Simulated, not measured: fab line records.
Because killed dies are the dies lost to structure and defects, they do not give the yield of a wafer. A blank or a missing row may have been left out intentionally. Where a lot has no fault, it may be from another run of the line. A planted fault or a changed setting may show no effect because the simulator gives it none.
One fault seen from 2 desks    flow nand harc    each desk has only its own numbers; what lay behind them comes last

== TOOL OWNER'S DESK, cvd w-02 ==
The tool's own readings at NHARC_A_WL_FILL_CVD_20 (deposits W, target thk 75 nm, time 5064 s): means of the sampled wafers that have a number, for each lot that ran on this tool. The brackets show how far a lot's mean lies from the usual mean; more than 4 standard deviations puts the lot out of limits, marked OUT.
Columns: A = heater power w at NHARC_A_WL_FILL_CVD_20, usual 500 W; B = mfc wf6 sccm at NHARC_A_WL_FILL_CVD_20, usual 40.02 sccm; C = throttle valve pct at NHARC_A_WL_FILL_CVD_20, usual 7.87 %
lot   first seen here  A    B      C
L157  day 15 16:38     512  39.97  7.83
L158  day 16 05:54     489  39.90  8.02
L159  day 16 15:16     494  40.11  8.07
L161  day 17 11:26     494  40.09  7.71
L176  day 21 00:39     496  40.08  7.92
L177  day 21 04:17     498  39.96  7.98
L178  day 21 08:33     505  39.91  7.99
L179  day 21 19:33     493  39.99  7.89
Result from this desk: across the 8 lots, nothing is out of limits.

== AT THE METROLOGY DESK ==
What the gauges read, lot by lot, whatever tool the lot ran on: means of the sampled wafers that have a number. The brackets show how far a lot's mean lies from the usual mean; more than 4 standard deviations puts the lot out of limits, marked OUT.
Columns: A = overlay x nm at NHARC_A_SLIT_OVL_MEAS_10, usual 0.1 nm; B = overlay y nm at NHARC_A_SLIT_OVL_MEAS_10, usual -0.2 nm
lot   first seen here  A     B
L157  day 13 18:54     -0.4  0.3
L160  day 14 17:34     0.4   0.9
L159  day 14 18:19     -0.1  -0.8
L158  day 14 19:14     -0.3  -1.0
L161  day 15 08:40     0.2   -0.6
L162  day 15 09:42     -0.8  -0.1
L169  day 17 17:54     1.3   1.1
L173  day 18 03:08     -1.2  -1.5
L172  day 18 04:58     0.1   -0.9
L176  day 19 09:07     -1.5  0.3
L178  day 19 09:16     0.3   -0.4
L177  day 19 10:03     -1.1  -0.0
L179  day 20 06:53     1.4   -0.1
Result from this desk: across the 13 lots, nothing is out of limits.

== BROUGHT TOGETHER ==
The desk of the tool owner found nothing out of limits.
Metrology desk: nothing out of limits seen.

== WHAT THE SIMULATOR HAD INSERTED ==
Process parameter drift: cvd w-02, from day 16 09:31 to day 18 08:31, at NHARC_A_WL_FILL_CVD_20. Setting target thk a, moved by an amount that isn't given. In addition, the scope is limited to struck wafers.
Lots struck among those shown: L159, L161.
